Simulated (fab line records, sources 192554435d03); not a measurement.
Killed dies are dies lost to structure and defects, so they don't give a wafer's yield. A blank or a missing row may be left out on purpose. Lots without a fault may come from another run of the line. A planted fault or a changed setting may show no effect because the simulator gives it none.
Chamber matching | flow n5_finfet | N5_BEOL_M11_CURE_72 on uv_cure-01: 3 sister chambers
The step cures SiCOH lowk, time 120 s. 6 wafers are shown with their chamber, then 12 later ones without.

WAFERS WITH THEIR CHAMBER
wafer  | chamber | lamp_power_pct (%) | wafer_temp_C_max
L080.4 | 1       | 52.40              | 372.0
L080.6 | 1       | 52.34              | 370.8
L083.2 | 0       | 52.27              | 371.0
L083.6 | 0       | 52.23              | 371.4
L094.4 | 2       | 52.30              | 371.6
L094.5 | 2       | 52.23              | 371.2

WAFERS WITHOUT THEIR CHAMBER
wafer  | lamp_power_pct (%) | wafer_temp_C_max
L094.2 | 52.33              | 371.2
L094.3 | 52.32              | 371.9
L094.6 | 52.31              | 371.1
L096.1 | 52.32              | 371.5
L096.2 | 52.26              | 371.5
L096.4 | 52.37              | 370.8
L096.3 | 52.29              | 371.5
L096.5 | 52.23              | 371.1
L096.6 | 52.27              | 371.2
L097.3 | 52.22              | 370.7
L097.5 | 52.28              | 370.7
L097.6 | 52.45              | 371.3

WHICH CHAMBER EACH WENT THROUGH
wafer  | from the rows above          | in truth
L094.2 | can't be placed: 1 or 2 or 0 | 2
L094.3 | can't be placed: 1 or 2 or 0 | 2
L094.6 | can't be placed: 2 or 0 or 1 | 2
L096.1 | can't be placed: 1 or 2 or 0 | 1
L096.2 | can't be placed: 2 or 0      | 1
L096.4 | can't be placed: 1 or 2 or 0 | 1
L096.3 | can't be placed: 2 or 0 or 1 | 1
L096.5 | can't be placed: 0 or 2      | 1
L096.6 | can't be placed: 2 or 0      | 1
L097.3 | can't be placed: 0 or 2      | 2
L097.5 | can't be placed: 0 or 2 or 1 | 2
L097.6 | 1                            | 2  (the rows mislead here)
Placed correctly: 0 of 12. Can't be placed from these rows: 11 (the true chamber is among the candidates in 8). Placed wrongly: 1.
How it was worked out, from the rows above alone: a wafer's distance from a chamber is the root of the sum, over the readings, of the square of ((its reading less the chamber's mean) divided by the reading's scatter). The wafer belongs to the nearest chamber; if the next one is less than 2 further off, it can't be placed. A chamber's mean is the mean of its shown wafers. The scatter: the root of (the sum of the squares of (reading less its chamber's mean) over the shown wafers, divided by (wafers less chambers)).
